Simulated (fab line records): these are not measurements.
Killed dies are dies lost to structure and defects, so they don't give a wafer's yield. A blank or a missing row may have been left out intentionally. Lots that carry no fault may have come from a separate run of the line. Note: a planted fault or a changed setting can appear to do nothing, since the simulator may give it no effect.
Matching of chambers + flow n5-finfet + N5_BEOL_M10_CURE_71 on uv-cure-01 has 3 sister chambers
The step cures SiCOH lowk, time 240 s. 3 wafers are shown with their chamber, then 7 later ones without.

## EACH WAFER AND ITS CHAMBER
| wafer  | chamber | wafer_temp_C_max |
|--------|---------|------------------|
| L077.5 | 0       | 385.6            |
| L083.3 | 2       | 386.5            |
| L085.3 | 1       | 387.5            |

## WAFERS MISSING THEIR CHAMBER
| wafer  | wafer_temp_C_max |
|--------|------------------|
| L085.5 | 387.3            |
| L086.2 | 386.3            |
| L086.3 | 386.2            |
| L086.6 | 386.3            |
| L087.1 | 387.7            |
| L087.3 | 387.3            |
| L087.6 | 388.0            |

## EACH ONE'S CHAMBER
| wafer  | from the rows above     | in truth |
|--------|-------------------------|----------|
| L085.5 | 1                       | 1        |
| L086.2 | can't be placed: 2 or 0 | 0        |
| L086.3 | can't be placed: 2 or 0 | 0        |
| L086.6 | can't be placed: 2 or 0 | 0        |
| L087.1 | 1                       | 1        |
| L087.3 | 1                       | 1        |
| L087.6 | 1                       | 1        |
Placed correctly: 4 of 7. Can't be placed from these rows: 3 (the true chamber is among the candidates in 3). Wrongly placed: 0.
How it was worked out, from the rows above alone: a wafer's distance from a chamber is the root of the sum, over the readings, of the square of ((its reading less the chamber's mean) divided by the reading's scatter). The wafer belongs to the nearest chamber; if the next one is less than 2 further off, it can't be placed. For every chamber, the mean is computed from those of its wafers that are shown. The scatter (one wafer shown for each chamber): square how far every hidden wafer sits from the nearest shown wafer, average those squares and take the square root.
